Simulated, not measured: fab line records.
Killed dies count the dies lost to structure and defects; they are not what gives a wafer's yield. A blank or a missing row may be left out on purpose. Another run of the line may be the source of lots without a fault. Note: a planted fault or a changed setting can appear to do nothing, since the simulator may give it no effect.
fab line records	flow n5Finfet
[record] lots = 8	wafers = 24	lastDay = 18
route steps=1938 shown ZERO_LAYER@4 WELL_APT@28 BEOL_M4@1111 PASSIVATION@1936
lots that met no fault: taken from a fault-free run of the same line
startH: hours from the record's opening day to when the first of the lot's shown wafers began	waitH: how many hours have passed since the lot's step before this one	" repeats the value in the row above	L1.1+2: a single row standing in for several wafers	- value missing, or start not given	* or withheld: withheld	< > ~ a bound
route shown NAME@n: NAME is a module with steps in the file, n the number in the route of the first one	usual: mean/standard deviation of fault-free wafers	same: alike in all rows	chamber/n: place in a boat	sites: readings site by site	_std_site: standard deviation of those values	_edge_site: the outer-site mean with the inner-site mean subtracted	radiusMm: for every site, how far away it sits from the centre of the wafer	mask NAME#n: copy n	behind: the most recent tool/chamber to have shaped the wafer	hold: what put the lot on hold/how long, in hours/how the hold closed	device: whichever transistor did not switch (one of n, p or np)	end of line: at the end of the route, the tests of the same wafers	for a step that has no rows: nothing shown but its recipe	killed: count of dies lost to structure and defects at first sort (not the wafer's yield)	map: a wafer's dies, x killed, . not, _ none there
set.NAME: the setting as run; set.NAME@STEP: as run at that earlier step	model.NAME: the simulator's own value behind a step, which no gauge read
route steps across a sampled set of lots; one table per step, one row per wafer
services: a tool's chamber out of use, with start hour (startH, from the record's first day; less than 0 if before it), hours out, and reason
[[steps]]
[step N5_ZERO_LAYER_PECVD_02]
[recipe] material = SiO2	targetThkA = 100	tempC = 400	precursor = SiH4/N2O	pressureTorr = 0.75	rfW = 275	timeS = 6
[usual] heaterPowerW = 773/83	showerheadPlenumPTorr = 8.12/0.17
lot.wafer	tool	chamber	startH	waitH	heaterPowerW	showerheadPlenumPTorr
L453.2	pecvd-03	1	12.28	0.0	963	8.14
L453.4	"	0	"	"	647	8.11
L453.6	"	2	"	"	730	8.05
L455.3	pecvd-02	2	24.47	0.0	630	7.93
L455.5	"	1	"	"	750	8.45
L455.6	"	2	"	"	647	7.91
L462.4	pecvd-02	0	66.31	0.1	791	8.12
L462.5	"	1	"	"	728	8.42
L462.6	"	2	"	"	596	7.92
L468.4	pecvd-03	0	102.31	0.1	765	8.12
L468.5	"	1	"	"	922	8.16
L468.6	"	2	"	"	702	8.07
L469.1	pecvd-01	2	108.28	0.0	668	7.93
L469.3	"	1	"	"	858	8.09
L469.5	"	2	"	"	684	7.91
L471.2	pecvd-01	2	120.28	0.0	761	7.95
L471.3	"	1	"	"	934	8.10
L471.6	"	2	"	"	758	7.92
L475.1	pecvd-02	1	144.28	0.0	818	8.43
L475.2	"	0	"	"	849	8.11
L475.5	"	2	"	"	668	7.93
L476.2	pecvd-03	1	150.28	0.0	940	8.17
L476.3	"	2	"	"	730	8.08
L476.5	"	0	"	"	761	8.08
[step N5_ZERO_LAYER_DESCUM_16]
[recipe] chemistry = O2	timeS = 7.9	sourcePowerW = 50	biasPowerW = 20	pressureMtorr = 20	rfFrequencyHz = 2.712e+07	tempC = 40	o2FlowSccm = 225
[usual] drypumpMotorCurrentA = 5.7/0.36	oesProductAu = 0.78/0.074	rfVppV = 243.1/1.2	showerheadPlenumPTorr = 2.08/0.076	throttleValvePct = 20.38/0.22
lot.wafer	tool	chamber	startH	waitH	drypumpMotorCurrentA	oesProductAu	rfHoursCounterH	rfVppV	showerheadPlenumPTorr	throttleValvePct
L453.2	rieDiel-03	3	12.68	0.0	5.5	0.75	134	244.3	2.19	20.35
L453.4	"	1	"	"	5.6	0.83	92	244.8	2.10	20.07
L453.6	"	0	"	"	5.9	0.97	-	242.3	2.04	20.02
L455.3	rieDiel-04	2	24.87	0.0	5.8	0.78	116	243.7	2.08	20.20
L455.5	"	1	"	"	5.2	0.72	-	245.4	2.18	20.57
L455.6	"	0	"	"	5.5	0.74	-	242.0	1.99	20.45
L462.4	rieDiel-04	0	66.80	0.0	5.5	0.73	183	242.3	1.98	20.46
L462.5	"	3	"	"	6.3	0.93	-	245.2	2.25	20.53
L462.6	"	0	"	"	5.5	0.73	-	241.7	1.98	20.47
L468.4	rieDiel-03	0	102.80	0.0	6.0	0.90	30	243.2	2.03	20.08
L468.5	"	3	"	"	5.5	0.72	-	244.3	2.18	20.38
L468.6	"	0	"	"	5.9	0.89	-	240.8	2.03	20.05
L469.1	rieDiel-04	1	108.82	0.2	5.2	0.70	212	243.5	2.17	20.63
L469.3	"	0	"	"	5.5	0.72	196	241.5	1.98	20.49
L469.5	"	2	"	"	5.8	0.76	-	243.3	2.07	20.21
L471.2	rieDiel-03	2	121.17	0.4	6.0	0.77	150	242.3	2.00	20.44
L471.3	"	0	"	"	5.9	0.89	35	241.7	2.03	20.08
L471.6	"	1	"	"	5.7	0.79	-	243.2	2.09	20.14
L475.1	rieDiel-02	2	144.68	0.0	5.8	0.77	128	243.9	2.10	20.62
L475.2	"	0	"	"	5.7	0.66	242	243.8	2.15	20.59
L475.5	"	1	"	"	6.3	0.68	-	243.0	2.04	20.26
L476.2	rieDiel-02	2	150.68	0.0	5.9	0.79	130	242.8	2.10	20.62
L476.3	"	3	"	"	4.9	0.73	193	241.6	2.01	20.89
L476.5	"	3	"	"	4.9	0.74	-	240.5	2.01	20.89
[step N5_ZERO_LAYER_STRIP_24]
[recipe] chemistry = O2	powerW = 1000	tempC = 250	overashFraction = 0.3	pressureMtorr = 1000	o2FlowSccm = 6750
[usual] drypumpMotorCurrentA = 5.59/0.24	heaterPowerW = 332/17	oesProductAu = 0.647/0.004	stripTimeToEndpointS = 43.89/0.071
lot.wafer	tool	chamber	startH	waitH	drypumpMotorCurrentA	heaterPowerW	oesProductAu	rfHoursCounterH	stripTimeToEndpointS
L453.2	plasmaAsher-02	1	12.90	0.1	5.77	314	0.649	21	43.87
L453.4	"	0	"	"	5.36	337	0.650	-	44.02
L453.6	"	1	"	"	5.78	324	0.650	-	43.92
L455.3	plasmaAsher-01	1	25.10	0.1	5.87	318	0.648	-	43.91
L455.5	"	1	"	"	5.90	315	0.641	-	43.96
L455.6	"	0	"	"	5.38	349	0.650	-	43.97
L462.4	plasmaAsher-02	0	67.04	0.1	5.35	341	0.649	-	43.98
L462.5	"	0	"	"	5.36	341	0.646	-	43.93
L462.6	"	1	"	"	5.81	317	0.647	-	44.02
L468.4	plasmaAsher-01	0	103.05	0.1	5.36	353	0.648	-	43.85
L468.5	"	1	"	"	5.89	316	0.650	-	43.88
L468.6	"	0	"	"	5.35	357	0.645	-	43.85
L469.1	plasmaAsher-01	0	109.03	0.1	5.36	345	0.650	101	43.90
L469.3	"	0	"	"	5.34	347	0.649	-	43.96
L469.5	"	0	"	"	5.35	354	0.646	-	43.93
L471.2	plasmaAsher-01	0	121.40	0.1	5.34	354	0.644	104	43.98
L471.3	"	1	"	"	5.86	314	0.648	-	43.98
L471.6	"	1	"	"	5.88	310	0.647	-	43.88
L475.1	plasmaAsher-02	1	144.89	0.1	5.79	317	0.642	45	43.89
L475.2	"	0	"	"	5.35	342	0.645	45	43.83
L475.5	"	0	"	"	5.35	340	0.636	-	43.83
L476.2	plasmaAsher-02	1	150.89	0.1	5.75	316	0.639	47	43.87
L476.3	"	0	"	"	5.37	347	0.643	-	43.81
L476.5	"	0	"	"	5.36	342	0.640	-	43.84
[step N5_ZERO_LAYER_INSPECT_20]
[recipe] inspectInstrument = darkfield	mode = postClean
[usual] rawDefectCount = 31/14
lot.wafer	tool	chamber	startH	waitH	rawDefectCount
L453.2	defectInspect-01	-	13.26	0.0	19
L453.4	"	-	"	"	24
L453.6	"	-	"	"	26
L455.3	defectInspect-01	-	25.44	0.0	61
L455.5	"	-	"	"	30
L455.6	"	-	"	"	28
L462.4	defectInspect-01	-	67.38	0.0	788
L462.5	"	-	"	"	783
L462.6	"	-	"	"	69
L468.4	defectInspect-01	-	103.39	0.0	48
L468.5	"	-	"	"	33
L468.6	"	-	"	"	30
L469.1	defectInspect-01	-	109.39	0.0	25
L469.3	"	-	"	"	20
L469.5	"	-	"	"	19
L471.2	defectInspect-01	-	122.02	0.0	31
L471.3	"	-	"	"	12
L471.6	"	-	"	"	35
L475.1	defectInspect-02	-	145.25	0.0	31
L475.2	"	-	"	"	22
L475.5	"	-	"	"	58
L476.2	defectInspect-01	-	151.25	0.0	19
L476.3	"	-	"	"	40
L476.5	"	-	"	"	32
[step N5_WELL_APT_CD_MEAS_08]
[recipe] targetCdNm = 200	landingEnergyEv = 500	detector = seInlens
[usual] cdNm = 200.0/1.8
lot.wafer	tool	chamber	startH	waitH	cdNm
L453.2	cdSem-03	0	13.57	-	198.3
L453.4	"	0	"	"	200.2
L453.6	"	0	"	"	197.8
L455.3	cdSem-03	0	25.75	-	199.9
L455.5	"	0	"	"	197.1
L455.6	"	0	"	"	200.8
L462.4	cdSem-03	0	67.81	-	203.0
L462.5	"	0	"	"	200.1
L462.6	"	0	"	"	201.5
L468.4	cdSem-03	0	103.70	-	200.0
L468.5	"	0	"	"	199.0
L468.6	"	0	"	"	199.1
L469.1	cdSem-01	0	109.70	-	200.0
L469.3	"	0	"	"	197.3
L469.5	"	0	"	"	199.2
L471.2	cdSem-01	0	122.33	-	202.1
L471.3	"	0	"	"	200.5
L471.6	"	0	"	"	201.5
L475.1	cdSem-02	0	145.68	-	198.4
L475.2	"	0	"	"	200.1
L475.5	"	0	"	"	200.0
L476.2	cdSem-02	0	151.68	-	197.6
L476.3	"	0	"	"	199.3
L476.5	"	0	"	"	198.2
[step N5_WELL_APT_INSPECT_10]
[recipe] mode = adi	inspectInstrument = macro
[usual] rawDefectCount = 2.1/1.5
lot.wafer	tool	chamber	startH	waitH	rawDefectCount
L453.2	defectInspect-02	-	13.62	0.0	5
L453.4	"	-	"	"	2
L453.6	"	-	"	"	2
L455.3	defectInspect-01	-	25.80	0.0	5
L455.5	"	-	"	"	2
L455.6	"	-	"	"	2
L462.4	defectInspect-01	-	67.86	0.0	>300
L462.5	"	-	"	"	>300
L462.6	"	-	"	"	4
L468.4	defectInspect-02	-	103.75	0.0	3
L468.5	"	-	"	"	1
L468.6	"	-	"	"	1
L469.1	defectInspect-01	-	109.75	0.0	1
L469.3	"	-	"	"	1
L469.5	"	-	"	"	0
L471.2	defectInspect-01	-	122.38	0.0	1
L471.3	"	-	"	"	1
L471.6	"	-	"	"	3
L475.1	defectInspect-01	-	145.74	0.0	2
L475.2	"	-	"	"	3
L475.5	"	-	"	"	0
L476.2	defectInspect-01	-	151.74	0.0	6
L476.3	"	-	"	"	4
L476.5	"	-	"	"	2
[step N5_WELL_APT_INSPECT_38]
[recipe] inspectInstrument = darkfield	mode = postEpi
[usual] rawDefectCount = 13/5.1
lot.wafer	tool	chamber	startH	waitH	rawDefectCount
L453.2	defectInspect-01	-	16.43	0.4	22
L453.4	"	-	"	"	18
L453.6	"	-	"	"	24
L455.3	defectInspect-02	-	29.84	0.4	7
L455.5	"	-	"	"	14
L455.6	"	-	"	"	10
L462.4	defectInspect-01	-	70.97	0.2	766
L462.5	"	-	"	"	754
L462.6	"	-	"	"	15
L468.4	defectInspect-01	-	106.97	0.2	8
L468.5	"	-	"	"	13
L468.6	"	-	"	"	10
L469.1	defectInspect-01	-	112.72	0.6	10
L469.3	"	-	"	"	11
L469.5	"	-	"	"	12
L471.2	defectInspect-02	-	125.18	0.4	12
L471.3	"	-	"	"	17
L471.6	"	-	"	"	19
L475.1	defectInspect-01	-	148.83	0.5	12
L475.2	"	-	"	"	18
L475.5	"	-	"	"	11
L476.2	defectInspect-01	-	155.66	0.4	21
L476.3	"	-	"	"	10
L476.5	"	-	"	"	10
[step N5_BEOL_M4_RC_MEAS_101]
[usual] DIBL_N = 36.0/1.8	DIBL_P = 36.3/2.4	IOFF_N = 0.16/0.035	IOFF_P = 0.21/0.036	ION_N = 673/13	ION_P = 461/7.2	SS_N = 71.4/0.6	SS_P = 73.2/0.7	VT_N = 250/4	VT_P = -250.9/2.9
lot.wafer	tool	chamber	startH	waitH	DIBL_N[mV/V]	DIBL_P[mV/V]	IOFF_N[nA/um]	IOFF_P[nA/um]	ION_N[uA/um]	ION_P[uA/um]	SS_N[mV/dec]	SS_P[mV/dec]	VT_N[mV]	VT_P[mV]
L453.2	prober-01	0	159.93	0.2	40.9	41.0	0.27	0.32	695	472	72.0	74.4	240	-242.9
L453.4	"	0	"	"	39.8	39.5	0.23	0.29	695	474	72.1	74.1	245	-243.5
L453.6	"	0	"	"	36.5	35.0	0.16	0.23	669	465	71.2	72.4	252	-247.3
L455.3	prober-01	0	191.50	0.3	36.3	37.4	0.17	0.21	683	462	71.5	73.8	248	-249.2
L455.5	"	0	"	"	35.8	37.5	0.16	0.22	672	468	70.7	72.9	250	-247.8
L455.6	"	0	"	"	38.5	40.0	0.23	0.26	702	475	71.8	73.9	245	-246.1
L462.4	prober-01	0	242.86	0.5	36.3	36.1	0.17	0.20	683	464	71.6	73.7	247	-252.8
L462.5	"	0	"	"	36.3	36.3	0.16	0.20	686	464	71.9	73.7	249	-252.5
L462.6	"	0	"	"	39.2	39.5	0.24	0.26	691	459	72.2	74.0	244	-249.3
L468.4	prober-02	0	264.83	0.5	37.1	38.8	0.18	0.21	677	459	71.9	73.7	249	-252.9
L468.5	"	0	"	"	34.1	35.2	0.12	0.16	658	452	70.2	72.8	256	-257.1
L468.6	"	0	"	"	35.4	36.9	0.13	0.17	653	448	71.9	72.6	256	-255.8
L469.1	prober-01	0	275.95	0.0	35.5	34.3	0.13	0.18	662	454	70.9	72.9	255	-251.6
L469.3	"	0	"	"	32.1	31.1	0.09	0.13	640	441	70.4	72.0	259	-256.4
L469.5	"	0	"	"	34.3	32.7	0.11	0.15	664	460	70.6	72.1	256	-255.7
L471.2	prober-01	0	286.77	0.2	37.1	38.5	0.16	0.23	678	465	71.7	73.3	251	-248.7
L471.3	"	0	"	"	35.1	35.2	0.12	0.20	664	463	71.3	72.1	257	-251.2
L471.6	"	0	"	"	37.7	38.7	0.17	0.24	680	470	71.9	73.4	250	-249.4
L476.2	prober-01	0	318.44	0.2	37.2	37.1	0.16	0.21	673	457	71.4	73.4	250	-252.4
L476.3	"	0	"	"	37.9	36.6	0.16	0.21	681	461	72.1	74.0	250	-252.9
L476.5	"	0	"	"	39.3	38.0	0.20	0.25	687	464	72.2	73.7	247	-246.7
L475.1	prober-02	0	319.72	0.0	37.5	39.3	0.18	0.24	691	475	71.0	73.8	246	-246.5
L475.2	"	0	"	"	37.7	39.7	0.18	0.25	680	471	72.0	74.1	247	-247.2
L475.5	"	0	"	"	36.6	38.0	0.16	0.23	685	474	71.1	73.4	246	-248.1
[step N5_PASSIVATION_PROBE_49]
[usual] defectLimitedYield = 91.2/1.4	killed_at_M0_to_M3 = 35/11	killed_at_M4_up = 14/5.6	killedAtContacts = 12/5.6	killedAtFrontEnd = 38/11	killedAtOther = 4/3.4	killedDies = 103/17	killedOnRim = 13/3.5	killedOpen = 68/12	killedShort = 33/8.8	sort_bin_5_function = 5.1/0.89	sort_bin_6_memory = 3.3/0.71	sortNPass = 1077/17	sortYieldPct = 91.2/1.4
[same] grossDies = 1180	killedAtBackSide = 0	sort_bin_4_leakage[%] = 0	sort_bin_8_speed[%] = 0
lot.wafer	tool	chamber	startH	waitH	defectLimitedYield[%]	killed_at_M0_to_M3	killed_at_M4_up	killedAtContacts	killedAtFrontEnd	killedAtOther	killedDies	killedOnRim	killedOpen	killedShort	sort_bin_5_function[%]	sort_bin_6_memory[%]	sortNPass	sortYieldPct[%]
L453.2	prober-01	-	266.87	0.1	91.2	16	19	18	49	2	104	14	67	32	5.0	3.6	1076	91.2
L453.4	prober-01	-	266.97	0.2	92.4	24	14	20	30	2	90	17	55	25	4.2	2.4	1090	92.4
L453.6	prober-01	-	267.07	0.3	93.1	15	10	16	37	3	81	8	52	27	4.2	2.2	1099	93.1
L462.4	prober-02	-	347.16	0.2	81.6	36	14	5	153	9	217	28	56	46	10.2	5.0	963	81.6
L462.5	prober-02	-	347.21	0.2	81.9	31	13	17	148	4	213	23	59	37	11.7	3.6	967	81.9
L462.6	prober-02	-	347.26	0.3	91.9	32	14	9	38	3	96	16	58	34	4.7	2.7	1084	91.9
L469.1	prober-01	-	390.96	0.0	89.6	35	27	14	45	2	123	11	87	36	5.4	4.7	1057	89.6
L469.3	prober-01	-	391.06	0.1	90.0	24	17	18	54	5	118	14	75	39	5.3	4.3	1062	90.0
L469.5	prober-01	-	391.16	0.2	88.8	23	32	21	54	2	132	21	69	60	6.5	4.0	1048	88.8
// killed by level:class
L453.2 FIN_SAQP:geometricParticle:open=21 MOL_CONTACT_COAG:geometricParticle:open=10 MOL_CONTACT_COAG:geometricParticle:short=8 BEOL_M4:geometricParticle:open=8 FIN_SAQP:geometricParticle:short=7 STI_FIN_REVEAL:geometricParticle:open=7 BEOL_M2:geometricParticle:short=4 GATE_CUT:geometricParticle:short=3
L453.4 MOL_CONTACT_COAG:geometricParticle:open=17 HKMG_FIN:areaEtch=8 BEOL_M1:geometricParticle:open=7 BEOL_M0_SAQP:geometricParticle:open=5 BEOL_M8:geometricParticle:open=5 BEOL_M0:geometricParticle:open=4 BEOL_M5:geometricParticle:short=4 FIN_SAQP:geometricParticle:open=3
L453.6 MOL_CONTACT_COAG:geometricParticle:open=15 FIN_SAQP:geometricParticle:open=9 FIN_SAQP:geometricParticle:short=5 ILD0:geometricParticle:open=4 BEOL_M0_SAQP:geometricParticle:short=4 STI_FIN_REVEAL:geometricParticle:open=3 STARTING-WAFER:geometricParticle:open=3 DUMMY_GATE:geometricParticle:short=2
L462.4 ZERO_LAYER:unspecified=115 BEOL_M1:geometricParticle:open=13 FIN_SAQP:geometricParticle:short=10 FIN_SAQP:geometricParticle:open=6 BEOL_M3:geometricParticle:open=6 BEOL_M4:geometricParticle:open=6 STARTING-WAFER:geometricParticle:short=5 MOL_CONTACT_COAG:geometricParticle:open=4
L462.5 ZERO_LAYER:unspecified=117 MOL_CONTACT_COAG:geometricParticle:open=15 FIN_SAQP:geometricParticle:short=10 BEOL_M0_SAQP:geometricParticle:short=5 BEOL_M0_SAQP:geometricParticle:open=5 BEOL_M1:geometricParticle:open=5 FIN_SAQP:geometricParticle:open=4 BEOL_M2:geometricParticle:open=4
L462.6 FIN_SAQP:geometricParticle:open=8 BEOL_M2:geometricParticle:open=8 STARTING-WAFER:geometricParticle:short=8 MOL_CONTACT_COAG:geometricParticle:open=7 BEOL_M0_SAQP:geometricParticle:short=7 BEOL_M4:geometricParticle:open=6 BEOL_M0_SAQP:geometricParticle:open=5 FIN_SAQP:geometricParticle:short=4
L469.1 BEOL_M4:geometricParticle:open=16 BEOL_M0_SAQP:geometricParticle:short=15 FIN_SAQP:geometricParticle:open=13 MOL_CONTACT_COAG:geometricParticle:open=11 FIN_SAQP:geometricParticle:short=8 STI_FIN_REVEAL:geometricParticle:open=7 BEOL_M0_SAQP:geometricParticle:open=7 BEOL_M2:geometricParticle:open=6
L469.3 FIN_SAQP:geometricParticle:open=18 MOL_CONTACT_COAG:geometricParticle:open=16 FIN_SAQP:geometricParticle:short=14 BEOL_M0_SAQP:geometricParticle:open=8 BEOL_M0_SAQP:geometricParticle:short=7 BEOL_M4:geometricParticle:short=5 STI_FIN_REVEAL:geometricParticle:open=4 ILD0:geometricParticle:short=4
L469.5 FIN_SAQP:geometricParticle:open=19 BEOL_M4:geometricParticle:short=19 MOL_CONTACT_COAG:geometricParticle:open=15 FIN_SAQP:geometricParticle:short=8 BEOL_M0_SAQP:geometricParticle:short=8 MOL_CONTACT_COAG:geometricParticle:short=6 BEOL_M4:geometricParticle:open=5 STI_FIN_REVEAL:geometricParticle:open=5
[[services]]
tool	chamber	startH	hours	kind
rieDiel-04	3	8.39	26.6	repair
pecvd-01	2	9.82	5.5	scheduledDown
pecvd-03	-	13.89	28.1	pm
pecvd-01	2	18.80	9.6	repair
pecvd-01	-	31.79	4.3	pm
pecvd-03	-	41.99	2.8	pm
rieDiel-03	0	42.38	4.6	repair
rieDiel-04	2	43.58	6.8	repair
plasmaAsher-02	-	43.71	14.6	pm
pecvd-01	-	51.62	28.1	pm
rieDiel-04	1	57.30	7.8	repair
rieDiel-02	3	67.77	16.2	repair
pecvd-03	-	84.78	5.5	pm
pecvd-01	-	85.51	1.7	repair
pecvd-01	-	115.27	1.3	repair
pecvd-03	-	116.11	6.0	pm
rieDiel-04	3	116.29	12.9	repair
[[key]]
[firstSign] step = N5_ZERO_LAYER_INSPECT_20	reading = rawDefectCount	direction = up	sigmas = 55	usual = 31	struck = 786
[effect] step = N5_WELL_APT_INSPECT_10	reading = rawDefectCount	direction = up	sigmas = 99+	usual = 2.1	struck = >300
[effect] step = N5_WELL_APT_INSPECT_38	reading = rawDefectCount	direction = up	sigmas = 99+	usual = 13	struck = 760
[effect] step = N5_PASSIVATION_PROBE_49	reading = killedAtFrontEnd	direction = up	sigmas = 11	usual = 38	struck = 150
[moreKillsBornAt] N5_ZERO_LAYER_STRIP_24@plasmaAsher-02 = 232
metAt N5_ZERO_LAYER_STRIP_24
struckLots L462
struckWafers L462.4,L462.5
notActingAt N5_ZERO_LAYER_PECVD_02,N5_ZERO_LAYER_DESCUM_16,N5_WELL_APT_CD_MEAS_08
onsetBetween 12.90 67.04
[fault] kind = chamberParticleSource	tool = plasmaAsher-02	chamber = 0	onsetH = 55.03	steps = N5_ZERO_LAYER_STRIP_24	ratePerVisitCm2 = 1.1521	endH = 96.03
